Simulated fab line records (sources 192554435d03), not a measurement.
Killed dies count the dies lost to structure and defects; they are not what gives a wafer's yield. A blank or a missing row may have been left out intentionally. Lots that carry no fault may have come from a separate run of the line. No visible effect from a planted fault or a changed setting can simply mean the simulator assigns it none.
fab line records + flow n5_finfet
record:
- lots: 9
- wafers: 27
- last_day: 18
route steps=1938 shown BEOL_M4@1037
lots that met no fault: from a run of the same line without faults
start_h: hours from the record's opening day to when the first of the lot's shown wafers began + wait_h: hours elapsed since this lot's preceding step + " same as the row above + L1.1+2: several wafers, shown together as one row + - no value, or no start was given + * or withheld: withheld + < > ~ a bound
route shown NAME@n: NAME is a module with steps in the file, n the number in the route of the first one + usual: mean/standard deviation of fault-free wafers + same: alike in all rows + chamber/n: place in a boat + sites: readings site by site + _std_site: the standard deviation of these + _edge_site: outer sites' mean less inner sites' + radius_mm: how far each site lies from the wafer's centre + mask NAME#n: copy n + behind: the tool/chamber that last shaped the wafer + hold: what put the lot on hold/how long, in hours/how the hold closed + device: names the non-switching transistor (n, p or np) + end of line: tests of these same wafers at the route's end + a step without rows: its recipe alone + killed: count of dies lost to structure and defects at first sort (not the wafer's yield) + map: a wafer's dies, x killed, . not, _ none there
set.NAME: the setting the step ran with; set.NAME@STEP: the setting that earlier step ran with + model.NAME: the simulator's own value behind a step, which no gauge read
a sample of lots followed through the steps of the route, with each step as a table and each wafer as a row
services: a tool's chamber out of use, with start hour (start_h, from the record's first day; less than 0 if before it), hours out, and reason
== steps ==
step: N5_BEOL_M4_DESCUM_16
recipe:
- chemistry: O2
- time_s: 7
- source_power_w: 50
- bias_power_w: 20
- pressure_mtorr: 20
- rf_frequency_hz: 2.712e+07
- temp_c: 40
- resist: CAR-EUV
- o2_flow_sccm: 225
usual:
- bias_power_w: 20.00/0.061
- drypump_motor_current_A: 5.5/0.34
- oes_product_au: 0.82/0.082
- rf_vpp_V: 243.3/1.3
- showerhead_plenum_p_Torr: 2.11/0.067
- throttle_valve_pct: 20.4/0.32
| lot.wafer | tool        | chamber | start_h | wait_h | bias_power_w | drypump_motor_current_A | oes_product_au | rf_hours_counter_h | rf_vpp_V | showerhead_plenum_p_Torr | throttle_valve_pct |
|-----------|-------------|---------|---------|--------|--------------|-------------------------|----------------|--------------------|----------|--------------------------|--------------------|
| L288.3    | rie_diel-04 | 0       | 178.35  | 0.0    | 19.93        | 5.4                     | 0.82           | 62                 | 245.2    | 2.23                     | 20.8               |
| L288.4    | "           | 3       | "       | "      | 20.07        | 5.5                     | 0.89           | 34                 | 244.5    | 2.13                     | 19.9               |
| L288.6    | "           | 3       | "       | "      | 20.06        | 5.5                     | 0.88           | -                  | 243.3    | 2.13                     | 19.9               |
| L293.2    | rie_diel-03 | 2       | 204.51  | 0.0    | 20.07        | 5.6                     | 0.87           | 37                 | 244.0    | 2.22                     | 20.0               |
| L293.4    | "           | 3       | "       | "      | 20.02        | 5.7                     | 0.97           | 9                  | 244.4    | 2.14                     | 20.6               |
| L293.5    | "           | 2       | "       | "      | 20.07        | 5.7                     | 0.87           | -                  | 244.2    | 2.22                     | 20.0               |
| L295.1    | rie_diel-04 | 2       | 208.37  | 0.0    | 19.95        | 5.7                     | 0.85           | 57                 | 243.4    | 2.12                     | 19.9               |
| L295.5    | "           | 2       | "       | "      | 19.91        | 5.7                     | 0.85           | -                  | 243.9    | 2.12                     | 19.9               |
| L295.6    | "           | 3       | "       | "      | 20.08        | 5.5                     | 0.87           | -                  | 244.7    | 2.12                     | 19.9               |
| L294.3    | rie_diel-06 | 3       | 208.77  | 0.0    | 19.97        | 6.5                     | 0.70           | 217                | 243.7    | 2.15                     | 20.6               |
| L294.4    | "           | 2       | "       | "      | 20.07        | 5.0                     | 0.81           | 100                | 241.1    | 2.02                     | 20.5               |
| L294.5    | "           | 1       | "       | "      | 20.02        | 5.3                     | 0.75           | -                  | 240.2    | 2.01                     | 20.8               |
| L297.2    | rie_diel-06 | 2       | 228.96  | 0.4    | 20.00        | 5.0                     | 0.80           | 107                | 242.3    | 2.01                     | 20.6               |
| L297.3    | "           | 0       | "       | "      | 20.01        | 5.5                     | 0.72           | 212                | 244.0    | 2.07                     | 20.3               |
| L297.6    | "           | 1       | "       | "      | 20.04        | 5.4                     | 0.74           | -                  | 243.3    | 2.01                     | 20.8               |
| L299.1    | rie_diel-06 | 0       | 238.26  | 0.0    | 20.05        | 5.5                     | 0.71           | 215                | 242.8    | 2.07                     | 20.3               |
| L299.4    | "           | 2       | "       | "      | 19.90        | 5.0                     | 0.79           | 110                | 243.1    | 2.01                     | 20.6               |
| L299.5    | "           | 0       | "       | "      | 20.10        | 5.4                     | 0.71           | -                  | 242.3    | 2.07                     | 20.3               |
| L300.2    | rie_diel-04 | 2       | 251.53  | 0.1    | 20.05        | 5.7                     | 0.82           | 73                 | 244.3    | 2.11                     | 19.9               |
| L300.3    | "           | 1       | "       | "      | 20.11        | 5.7                     | 0.88           | 29                 | 244.4    | 2.14                     | 20.3               |
| L300.6    | "           | 3       | "       | "      | 19.96        | 5.5                     | 0.85           | -                  | 243.1    | 2.12                     | 19.9               |
| L307.1    | rie_diel-04 | 3       | 291.74  | 0.0    | 19.99        | 5.5                     | 0.83           | 74                 | 242.4    | 2.11                     | 19.9               |
| L307.2    | "           | 1       | "       | "      | 19.93        | 5.7                     | 0.86           | 42                 | 245.3    | 2.13                     | 20.3               |
| L307.4    | "           | 0       | "       | "      | 20.06        | 5.4                     | 0.78           | 103                | 246.3    | 2.21                     | 20.8               |
| L308.2    | rie_diel-04 | 1       | 297.85  | 0.0    | 20.05        | 5.8                     | 0.87           | 45                 | 242.9    | 2.13                     | 20.3               |
| L308.4    | "           | 0       | "       | "      | 20.03        | 5.4                     | 0.76           | 105                | 244.8    | 2.21                     | 20.8               |
| L308.5    | "           | 0       | "       | "      | 20.03        | 5.4                     | 0.77           | -                  | 245.1    | 2.21                     | 20.8               |
step: N5_BEOL_M4_ETCH_63
recipe:
- chemistry: CF4
- target: SiARC
- target_depth_a: 156
- mask_material: CAR-EUV
- time_s: 26
- ion_energy_ev: 80
- pressure_mtorr: 40
- source_w: 545
- bias_w: 36
- Ar_flow_sccm: 100
- cf4_flow_sccm: 100
- ends: cleared
usual:
- cf4_flow_sccm: 100.03/0.29
- drypump_motor_current_A: 5.5/0.33
- etch_rf_on_time_s: 26.0/0.45
- oes_product_au: 0.70/0.071
- rf_vpp_V: 184.3/1.2
- showerhead_plenum_p_Torr: 2.16/0.064
- throttle_valve_pct: 15.55/0.28
| lot.wafer | tool        | chamber | start_h | wait_h | cf4_flow_sccm | drypump_motor_current_A | etch_rf_on_time_s | oes_product_au | rf_hours_counter_h | rf_vpp_V | showerhead_plenum_p_Torr | throttle_valve_pct |
|-----------|-------------|---------|---------|--------|---------------|-------------------------|-------------------|----------------|--------------------|----------|--------------------------|--------------------|
| L288.3    | rie_diel-04 | 0       | 178.40  | 0.0    | 100.26        | 5.4                     | 25.7              | 0.71           | 62                 | 185.3    | 2.25                     | 15.75              |
| L288.4    | "           | 3       | "       | "      | 99.71         | 5.5                     | 25.2              | 0.78           | 34                 | 184.4    | 2.18                     | 15.10              |
| L288.6    | "           | 3       | "       | "      | 99.87         | 5.5                     | 25.2              | 0.77           | -                  | 185.5    | 2.18                     | 15.12              |
| L293.2    | rie_diel-03 | 2       | 204.56  | 0.0    | 100.00        | 5.7                     | 26.0              | 0.75           | 37                 | 186.6    | 2.28                     | 15.25              |
| L293.4    | "           | 3       | "       | "      | 99.81         | 5.7                     | 25.8              | 0.83           | 9                  | 184.2    | 2.19                     | 15.72              |
| L293.5    | "           | 2       | "       | "      | 100.07        | 5.7                     | 26.4              | 0.74           | -                  | 184.6    | 2.28                     | 15.25              |
| L295.1    | rie_diel-04 | 2       | 208.42  | 0.0    | 99.81         | 5.7                     | 25.7              | 0.73           | 57                 | 184.9    | 2.17                     | 15.13              |
| L295.5    | "           | 2       | "       | "      | 99.95         | 5.6                     | 25.8              | 0.72           | -                  | 184.1    | 2.17                     | 15.14              |
| L295.6    | "           | 3       | "       | "      | 100.09        | 5.5                     | 25.2              | 0.76           | -                  | 185.8    | 2.18                     | 15.13              |
| L294.3    | rie_diel-06 | 3       | 208.83  | 0.0    | 100.71        | 6.5                     | 26.1              | 0.60           | 217                | 185.2    | 2.20                     | 15.82              |
| L294.4    | "           | 2       | "       | "      | 100.23        | 5.0                     | 25.9              | 0.68           | 100                | 182.9    | 2.08                     | 15.80              |
| L294.5    | "           | 1       | "       | "      | 100.03        | 5.3                     | 25.3              | 0.65           | -                  | 181.6    | 2.06                     | 15.90              |
| L297.2    | rie_diel-06 | 2       | 229.01  | 0.0    | 100.10        | 5.0                     | 25.9              | 0.68           | 107                | 183.1    | 2.08                     | 15.81              |
| L297.3    | "           | 0       | "       | "      | 99.91         | 5.5                     | 26.3              | 0.61           | 212                | 183.5    | 2.13                     | 15.57              |
| L297.6    | "           | 1       | "       | "      | 100.22        | 5.3                     | 25.4              | 0.64           | -                  | 182.4    | 2.05                     | 15.92              |
| L299.1    | rie_diel-06 | 0       | 238.31  | 0.0    | 99.71         | 5.5                     | 26.2              | 0.61           | 215                | 182.5    | 2.13                     | 15.60              |
| L299.4    | "           | 2       | "       | "      | 99.86         | 5.0                     | 25.9              | 0.68           | 110                | 183.9    | 2.08                     | 15.81              |
| L299.5    | "           | 0       | "       | "      | 99.60         | 5.5                     | 26.1              | 0.61           | -                  | 184.0    | 2.13                     | 15.60              |
| L300.2    | rie_diel-04 | 2       | 251.58  | 0.0    | 100.42        | 5.7                     | 26.0              | 0.70           | 73                 | 184.3    | 2.17                     | 15.16              |
| L300.3    | "           | 1       | "       | "      | 100.48        | 5.7                     | 25.9              | 0.76           | 29                 | 183.9    | 2.19                     | 15.43              |
| L300.6    | "           | 3       | "       | "      | 100.15        | 5.5                     | 25.9              | 0.73           | -                  | 184.2    | 2.17                     | 15.16              |
| L307.1    | rie_diel-04 | 3       | 291.79  | 0.0    | 100.02        | 5.5                     | 25.4              | 0.73           | 74                 | 186.4    | 2.17                     | 15.20              |
| L307.2    | "           | 1       | "       | "      | 99.63         | 5.7                     | 25.7              | 0.75           | 42                 | 185.4    | 2.18                     | 15.43              |
| L307.4    | "           | 0       | "       | "      | 100.20        | 5.4                     | 25.8              | 0.67           | 103                | 184.9    | 2.24                     | 15.86              |
| L308.2    | rie_diel-04 | 1       | 297.90  | 0.0    | 99.33         | 5.7                     | 26.1              | 0.73           | 45                 | 183.7    | 2.18                     | 15.44              |
| L308.4    | "           | 0       | "       | "      | 100.06        | 5.4                     | 26.1              | 0.66           | 105                | 185.1    | 2.23                     | 15.86              |
| L308.5    | "           | 0       | "       | "      | 100.34        | 5.4                     | 26.1              | 0.66           | -                  | 185.9    | 2.23                     | 15.84              |
step: N5_BEOL_M4_CD_MEAS_18
recipe:
- pitch_nm: 36
- target_cd_nm: 18
usual:
- cd_nm: 18.0/0.32
| lot.wafer | tool      | chamber | start_h | wait_h | cd_nm |
|-----------|-----------|---------|---------|--------|-------|
| L288.3    | cd_sem-01 | -       | 178.78  | 0.1    | 18.2  |
| L288.4    | "         | -       | "       | "      | 18.4  |
| L288.6    | "         | -       | "       | "      | 18.5  |
| L293.2    | cd_sem-01 | -       | 205.19  | 0.1    | 17.4  |
| L293.4    | "         | -       | "       | "      | 18.4  |
| L293.5    | "         | -       | "       | "      | 17.5  |
| L295.1    | cd_sem-03 | -       | 208.81  | 0.0    | 18.3  |
| L295.5    | "         | -       | "       | "      | 18.0  |
| L295.6    | "         | -       | "       | "      | 18.4  |
| L294.3    | cd_sem-03 | -       | 209.21  | 0.1    | 17.6  |
| L294.4    | "         | -       | "       | "      | 17.9  |
| L294.5    | "         | -       | "       | "      | 17.8  |
| L297.2    | cd_sem-01 | -       | 229.50  | 0.1    | 18.5  |
| L297.3    | "         | -       | "       | "      | 18.5  |
| L297.6    | "         | -       | "       | "      | 18.1  |
| L299.1    | cd_sem-03 | -       | 238.69  | 0.0    | 18.3  |
| L299.4    | "         | -       | "       | "      | 18.1  |
| L299.5    | "         | -       | "       | "      | 18.2  |
| L300.2    | cd_sem-02 | -       | 251.96  | 0.1    | 18.3  |
| L300.3    | "         | -       | "       | "      | 18.1  |
| L300.6    | "         | -       | "       | "      | 18.0  |
| L307.1    | cd_sem-01 | -       | 292.18  | 0.0    | 18.1  |
| L307.2    | "         | -       | "       | "      | 17.9  |
| L307.4    | "         | -       | "       | "      | 18.0  |
| L308.2    | cd_sem-01 | -       | 298.28  | 0.1    | 18.1  |
| L308.4    | "         | -       | "       | "      | 18.1  |
| L308.5    | "         | -       | "       | "      | 17.8  |
step: N5_BEOL_M4_ETCH_69
recipe:
- chemistry: CF4
- target: SiARC
- target_depth_a: 156
- mask_material: CAR-EUV
- time_s: 26
- ion_energy_ev: 80
- pressure_mtorr: 40
- source_w: 545
- bias_w: 36
- Ar_flow_sccm: 100
- cf4_flow_sccm: 100
- ends: cleared
usual:
- cf4_flow_sccm: 100.0/0.38
- drypump_motor_current_A: 5.6/0.38
- etch_rf_on_time_s: 25.9/0.49
- oes_product_au: 0.69/0.072
- rf_vpp_V: 184.4/1.1
- showerhead_plenum_p_Torr: 2.16/0.064
- throttle_valve_pct: 15.57/0.28
| lot.wafer | tool        | chamber | start_h | wait_h | cf4_flow_sccm | drypump_motor_current_A | etch_rf_on_time_s | oes_product_au | rf_hours_counter_h | rf_vpp_V | showerhead_plenum_p_Torr | throttle_valve_pct |
|-----------|-------------|---------|---------|--------|---------------|-------------------------|-------------------|----------------|--------------------|----------|--------------------------|--------------------|
| L288.3    | rie_diel-06 | 2       | 179.56  | 0.0    | 100.3         | 5.0                     | 25.9              | 0.69           | 91                 | 183.7    | 2.09                     | 15.78              |
| L288.4    | "           | 0       | "       | "      | 99.6          | 5.5                     | 26.5              | 0.62           | 194                | 183.9    | 2.14                     | 15.55              |
| L288.6    | "           | 2       | "       | "      | 99.9          | 4.9                     | 25.9              | 0.69           | -                  | 183.6    | 2.09                     | 15.78              |
| L293.2    | rie_diel-03 | 0       | 205.99  | 0.0    | 99.9          | 5.1                     | 26.3              | 0.74           | 51                 | 184.5    | 2.09                     | 15.63              |
| L293.4    | "           | 1       | "       | "      | 100.4         | 5.6                     | 27.4              | 0.58           | 249                | 182.3    | 2.11                     | 15.74              |
| L293.5    | "           | 2       | "       | "      | 99.8          | 5.7                     | 26.3              | 0.75           | -                  | 184.9    | 2.28                     | 15.26              |
| L295.1    | rie_diel-06 | 0       | 209.30  | 0.0    | 99.9          | 5.5                     | 26.4              | 0.61           | 205                | 182.3    | 2.13                     | 15.56              |
| L295.5    | "           | 2       | "       | "      | 99.9          | 5.0                     | 26.2              | 0.69           | -                  | 183.0    | 2.08                     | 15.81              |
| L295.6    | "           | 3       | "       | "      | 100.0         | 6.5                     | 26.2              | 0.61           | -                  | 185.1    | 2.20                     | 15.80              |
| L294.3    | rie_diel-04 | 3       | 210.63  | 0.0    | 99.4          | 5.5                     | 25.3              | 0.76           | 46                 | 184.2    | 2.18                     | 15.12              |
| L294.4    | "           | 0       | "       | "      | 100.4         | 5.4                     | 25.8              | 0.70           | 74                 | 184.9    | 2.24                     | 15.77              |
| L294.5    | "           | 3       | "       | "      | 100.2         | 5.5                     | 25.5              | 0.75           | -                  | 185.5    | 2.18                     | 15.13              |
| L297.2    | rie_diel-06 | 1       | 229.99  | 0.0    | 69.7          | 5.3                     | 26.6              | 0.62           | 151                | 183.2    | 1.84                     | 14.65              |
| L297.3    | "           | 0       | "       | "      | 99.8          | 5.5                     | 26.6              | 0.60           | 212                | 183.6    | 2.13                     | 15.58              |
| L297.6    | "           | 2       | "       | "      | 99.9          | 5.0                     | 26.2              | 0.68           | -                  | 184.1    | 2.08                     | 15.82              |
| L299.1    | rie_diel-06 | 1       | 239.22  | 0.0    | 70.1          | 5.3                     | 26.8              | 0.62           | 155                | 184.4    | 1.84                     | 14.65              |
| L299.4    | "           | 0       | "       | "      | 100.0         | 5.5                     | 26.3              | 0.60           | 216                | 183.5    | 2.13                     | 15.58              |
| L299.5    | "           | 1       | "       | "      | 69.9          | 5.3                     | 26.6              | 0.62           | -                  | 183.4    | 1.84                     | 14.66              |
| L300.2    | rie_diel-03 | 0       | 252.46  | 0.0    | 99.7          | 5.1                     | 26.2              | 0.71           | 71                 | 183.3    | 2.09                     | 15.66              |
| L300.3    | "           | 1       | "       | "      | 99.7          | 5.5                     | 26.2              | 0.79           | 9                  | 184.2    | 2.11                     | 15.27              |
| L300.6    | "           | 3       | "       | "      | 100.1         | 5.7                     | 26.1              | 0.78           | -                  | 185.3    | 2.19                     | 15.76              |
| L307.1    | rie_diel-04 | 2       | 292.72  | 0.0    | 100.5         | 5.7                     | 25.8              | 0.69           | 86                 | 184.2    | 2.16                     | 15.17              |
| L307.2    | "           | 1       | "       | "      | 100.4         | 5.7                     | 25.6              | 0.75           | 43                 | 184.3    | 2.18                     | 15.44              |
| L307.4    | "           | 0       | "       | "      | 99.4          | 5.4                     | 25.7              | 0.67           | 104                | 184.8    | 2.23                     | 15.85              |
| L308.2    | rie_diel-04 | 1       | 298.78  | 0.0    | 100.2         | 5.7                     | 25.5              | 0.75           | 45                 | 185.5    | 2.18                     | 15.45              |
| L308.4    | "           | 3       | "       | "      | 100.2         | 5.5                     | 25.6              | 0.72           | 76                 | 183.6    | 2.16                     | 15.19              |
| L308.5    | "           | 2       | "       | "      | 100.1         | 5.6                     | 25.9              | 0.69           | -                  | 184.6    | 2.16                     | 15.20              |
step: N5_BEOL_M4_RC_MEAS_101
usual:
- DIBL_N: 36.4/1.4
- DIBL_P: 36.3/1.8
- IOFF_N: 0.163/0.024
- IOFF_P: 0.21/0.034
- ION_N: 673/11
- ION_P: 461/7.4
- SS_N: 71.6/0.52
- SS_P: 73.3/0.58
- VT_N: 249.4/2.5
- VT_P: -250/3.5
| lot.wafer | tool      | chamber | start_h | wait_h | DIBL_N[mV/V] | DIBL_P[mV/V] | IOFF_N[nA/um] | IOFF_P[nA/um] | ION_N[uA/um] | ION_P[uA/um] | SS_N[mV/dec] | SS_P[mV/dec] | VT_N[mV] | VT_P[mV] |
|-----------|-----------|---------|---------|--------|--------------|--------------|---------------|---------------|--------------|--------------|--------------|--------------|----------|----------|
| L288.3    | prober-02 | 0       | 186.20  | 0.3    | 36.8         | 37.2         | 0.173         | 0.19          | 674          | 449          | 71.8         | 73.8         | 246.7    | -254     |
| L288.4    | "         | 0       | "       | "      | 36.2         | 36.3         | 0.167         | 0.19          | 685          | 455          | 71.4         | 72.5         | 246.7    | -254     |
| L288.6    | "         | 0       | "       | "      | 35.0         | 35.3         | 0.147         | 0.17          | 668          | 453          | 71.9         | 72.8         | 251.3    | -254     |
| L293.2    | prober-02 | 0       | 212.44  | 0.2    | 36.0         | 36.8         | 0.169         | 0.23          | 665          | 461          | 72.1         | 73.5         | 248.2    | -247     |
| L293.4    | "         | 0       | "       | "      | 35.0         | 35.7         | 0.145         | 0.21          | 666          | 457          | 71.0         | 73.2         | 248.0    | -249     |
| L293.5    | "         | 0       | "       | "      | 36.5         | 37.7         | 0.174         | 0.26          | 680          | 475          | 71.9         | 73.9         | 247.9    | -244     |
| L295.1    | prober-02 | 0       | 218.60  | 0.0    | 37.4         | 37.7         | 0.189         | 0.24          | 675          | 464          | 71.9         | 73.2         | 245.7    | -250     |
| L295.5    | "         | 0       | "       | "      | 37.1         | 37.6         | 0.195         | 0.24          | 708          | 472          | 71.1         | 73.7         | 246.1    | -247     |
| L295.6    | "         | 0       | "       | "      | 35.2         | 35.3         | 0.146         | 0.20          | 686          | 470          | 71.2         | 73.1         | 252.9    | -251     |
| L294.3    | prober-01 | 0       | 225.25  | 0.3    | 36.0         | 35.9         | 0.159         | 0.20          | 652          | 450          | 72.2         | 73.1         | 250.4    | -250     |
| L294.4    | "         | 0       | "       | "      | 34.4         | 34.8         | 0.137         | 0.18          | 651          | 451          | 70.9         | 72.5         | 252.9    | -254     |
| L294.5    | "         | 0       | "       | "      | 35.0         | 34.5         | 0.145         | 0.18          | 659          | 446          | 71.7         | 73.3         | 254.1    | -253     |
| L297.2    | prober-01 | 0       | 239.74  | 0.2    | 35.9         | 36.1         | 0.165         | 0.21          | 677          | 465          | 71.0         | 73.2         | 247.3    | -251     |
| L297.3    | "         | 0       | "       | "      | 38.3         | 39.3         | 0.228         | 0.28          | 700          | 470          | 71.9         | 74.8         | 245.2    | -246     |
| L297.6    | "         | 0       | "       | "      | 35.1         | 35.2         | 0.151         | 0.20          | 670          | 458          | 71.2         | 73.3         | 249.2    | -251     |
| L299.1    | prober-01 | 0       | 257.91  | 0.0    | 35.4         | 36.1         | 0.172         | 0.22          | 688          | 466          | 72.0         | 73.5         | 246.6    | -246     |
| L299.4    | "         | 0       | "       | "      | 35.2         | 35.5         | 0.160         | 0.21          | 664          | 464          | 70.9         | 73.1         | 251.5    | -246     |
| L299.5    | "         | 0       | "       | "      | 37.6         | 38.1         | 0.204         | 0.25          | 683          | 463          | 71.9         | 74.3         | 245.7    | -245     |
| L300.2    | prober-01 | 0       | 260.35  | 0.2    | 35.4         | 36.8         | 0.153         | 0.22          | 674          | 461          | 71.8         | 72.6         | 250.4    | -249     |
| L300.3    | "         | 0       | "       | "      | 34.9         | 35.6         | 0.145         | 0.20          | 648          | 450          | 71.6         | 73.0         | 251.5    | -251     |
| L300.6    | "         | 0       | "       | "      | 36.1         | 36.5         | 0.154         | 0.21          | 666          | 458          | 71.9         | 73.0         | 252.0    | -251     |
| L307.1    | prober-02 | 0       | 300.13  | 0.0    | 35.3         | 31.4         | 0.130         | 0.15          | 674          | 453          | 71.3         | 72.9         | 250.6    | -258     |
| L307.2    | "         | 0       | "       | "      | 34.5         | 30.9         | 0.117         | 0.14          | 669          | 450          | 70.8         | 72.6         | 251.5    | -257     |
| L307.4    | "         | 0       | "       | "      | 35.9         | 32.4         | 0.137         | 0.16          | 660          | 446          | 70.6         | 72.0         | 250.8    | -255     |
| L308.2    | prober-01 | 0       | 306.09  | 0.2    | 37.4         | 35.5         | 0.158         | 0.23          | 674          | 466          | 71.0         | 73.2         | 249.3    | -247     |
| L308.4    | "         | 0       | "       | "      | 40.3         | 38.7         | 0.217         | 0.30          | 691          | 465          | 72.4         | 73.9         | 245.3    | -242     |
| L308.5    | "         | 0       | "       | "      | 36.6         | 33.9         | 0.146         | 0.22          | 656          | 458          | 71.6         | 72.1         | 254.2    | -247     |
== services ==
| tool        | chamber | start_h | hours | kind                          |
|-------------|---------|---------|-------|-------------------------------|
| rie_diel-03 | 1       | 211.40  | -     | clean                         |
| rie_diel-03 | 1       | 211.40  | -     | consumable_replace:focus_ring |
| rie_diel-03 | 1       | 211.40  | 17.4  | scheduled_down                |
| rie_diel-03 | 1       | 211.40  | 17.4  | vent_cycle                    |
| rie_diel-06 | 3       | 226.21  | 11.0  | repair                        |
| rie_diel-03 | 2       | 276.78  | 12.1  | repair                        |
== key ==
first_sign:
- step: N5_BEOL_M4_ETCH_69
- reading: cf4_flow_sccm
- direction: down
- sigmas: 78
- usual: 100.0
- struck: 69.9
effect:
- step: N5_BEOL_M4_ETCH_69
- reading: showerhead_plenum_p_Torr
- direction: down
- sigmas: 5
- usual: 2.16
- struck: 1.84
met_at N5_BEOL_M4_ETCH_69
struck_lots L297,L299
struck_wafers L297.2,L299.1,L299.5
not_acting_at N5_BEOL_M4_DESCUM_16,N5_BEOL_M4_ETCH_63,N5_BEOL_M4_CD_MEAS_18
fault:
- kind: process_parameter_drift
- tool: rie_diel-06
- chamber: 1
- onset_h: 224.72
- steps: N5_BEOL_M4_ETCH_69
- channel: cf4_flow_sccm
- offset: -30
- shape: step
- end_h: 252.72
- acts_in: these_recipes_only
- stated: 100
